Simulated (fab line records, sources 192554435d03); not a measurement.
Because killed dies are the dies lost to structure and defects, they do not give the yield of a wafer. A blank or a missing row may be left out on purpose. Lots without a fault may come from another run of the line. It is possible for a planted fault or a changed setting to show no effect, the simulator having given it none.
Lot-split experiment -- flow n5 finfet -- 7 lots, 21 wafers read, on a route of 1938 steps

== THE SPLIT ==
At N5_MOL_CONTACT_COAG_COAT_103 (time 60 s, resist thk 80 nm), the setting spin rpm was moved away from the recipe's 1500 rpm on 7 of the 21 wafers read, by -4.5% to +10.7%. All remaining wafers had this setting at the recipe value.

== FROM THE SPLIT TO THE READING: what the file shows between them, 9 steps ==
- N5_MOL_CONTACT_COAG_COAT_104: time 60 s, resist thk 12 nm
- N5_MOL_CONTACT_COAG_COAT_58: time 60 s, resist thk 10 nm
- N5_MOL_CONTACT_COAG_ETCH_59: etches underlayer in N2/H2, target depth 13 nm, time 10.4 s
- N5_MOL_CONTACT_COAG_ETCH_105: etches SiARC in CF4, target depth 15.6 nm, time 26 s
- N5_MOL_CONTACT_COAG_ETCH_106: etches SOC in N2/H2, target depth 80 nm, overetch 16 nm, time 120 s
- N5_MOL_CONTACT_COAG_STRIP_107: strips in N2/H2
- N5_MOL_CONTACT_COAG_STRIP_108: strips in N2/H2
- N5_MOL_CONTACT_COAG_CONTACT_ETCH_14: etches SiO2 in C4F6/O2, target depth 27.5 nm, overetch 8.5 nm, time 20 s
- N5_MOL_CONTACT_COAG_STRIP_109: strips in C4F6/O2

== THE READING ==
SOC_of_MOL_CONTACT_COAG_COAT_103.thk nm (the simulator's own value, which no gauge read), in nm, at N5_MOL_CONTACT_COAG_ETCH_15 (etches SiNx in CH3F/O2, stops on Si:P, target depth 7 nm). The file gives no usual value for it. Average 75.5 nm, standard deviation 0.22 nm, over the 14 wafers here run with the recipe.

wafer,"tool, chamber at the split","spin rpm as run, rpm",against the recipe,"SOC_of_MOL_CONTACT_COAG_COAT_103.thk nm, nm",against lot-mates on the recipe
L078.4,"litho track-03, 0",1629,+8.6%,72.4,-3.3
L078.5,"litho track-03, 0",1500,recipe,75.8,-
L078.6,"litho track-03, 0",1500,recipe,75.6,-
L082.1,"litho track-02, 0",1433,-4.5%,77.4,+2.1
L082.3,"litho track-02, 0",1500,recipe,75.2,-
L082.4,"litho track-02, 0",1500,recipe,75.4,-
L083.1,"litho track-03, 0",1500,recipe,75.8,-
L083.5,"litho track-03, 0",1500,recipe,75.8,-
L083.4,"litho track-03, 0",1631,+8.7%,72.2,-3.6
L086.2,"litho track-04, 0",1500,recipe,75.2,-
L086.5,"litho track-04, 0",1500,recipe,75.6,-
L086.6,"litho track-04, 0",1500,recipe,75.4,-
L091.4,"litho track-02, 0",1661,+10.7%,71.6,-4.2
L091.6,"litho track-02, 0",1661,+10.7%,71.6,-4.2
L091.5,"litho track-02, 0",1500,recipe,75.8,-
L095.2,"litho track-04, 0",1606,+7.1%,72.4,-2.9
L095.3,"litho track-04, 0",1500,recipe,75.4,-
L095.6,"litho track-04, 0",1500,recipe,75.2,-
L097.1,"litho track-02, 0",1500,recipe,75.6,-
L097.2,"litho track-02, 0",1500,recipe,75.4,-
L097.6,"litho track-02, 0",1604,+6.9%,72.8,-2.7

THE FIT
A straight line over all 21 wafers: SOC_of_MOL_CONTACT_COAG_COAT_103.thk nm changes by -0.38 nm for each +1% of spin rpm; r = -0.99; the points scatter about the line by 0.23 nm.
The same after taking each lot's own level away (the mean of its wafers on the recipe; 21 wafers): -0.401 nm for each +1%; r = -1.00; scatter 0.13 nm.
The reading moves by 4.3 nm for the largest change in spin rpm, on that fit.
Measured against the standard deviation above, the lots' own levels, which go from 75.30 to 75.80 nm, span 2.2 times it.
The two slopes agree, so the slope changes little with the lot-to-lot level.
Check: for one of the wafers moved furthest among these (+10.7%), held out of the fit, the line's prediction against its lot-mates is -4.3 nm. It came out at -4.2 nm against them.

== OTHER SPLITS ON THESE WAFERS ==
These wafers also went through other splits before the reading. Each is held against what the fit with the lots' levels taken away leaves over:
other split on the same wafers,wafers away from the commonest value,r with SOC_of_MOL_CONTACT_COAG_COAT_103.thk nm (lot level and that fit taken away)
N5_SD_EPI_P_EXPOSE_06 dose mj,4,-0.29
N5_HKMG_FIN_EXPOSE_09 dose mj,8,+0.04

== THE WHOLE CHAIN: every reading that the file lists as answering this split, in the file's order ==
step,what it does,reading,change (the file's fit),r (the file's)
N5_MOL_CONTACT_COAG_COAT_103,"time 60 s, resist thk 80 nm","SOC_of_MOL_CONTACT_COAG_COAT_103.thk nm (the simulator's own value, which no gauge read)",-0.393 nm for each +1% of the setting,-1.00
N5_MOL_CONTACT_COAG_ETCH_106,"etches SOC in N2/H2, target depth 80 nm, overetch 16 nm, time 120 s","etch.depth nm (the simulator's own value, which no gauge read)",-0.394 nm for each +1% of the setting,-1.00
N5_MOL_CONTACT_COAG_ETCH_15,"etches SiNx in CH3F/O2, stops on Si:P, target depth 7 nm","SOC_of_MOL_CONTACT_COAG_COAT_103.thk nm (the simulator's own value, which no gauge read)",-0.4 nm for each +1% of the setting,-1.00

== THE FILE'S OWN FIT ==
SOC_of_MOL_CONTACT_COAG_COAT_103.thk nm changes by -0.4 nm for each +1% of spin rpm, r = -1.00.
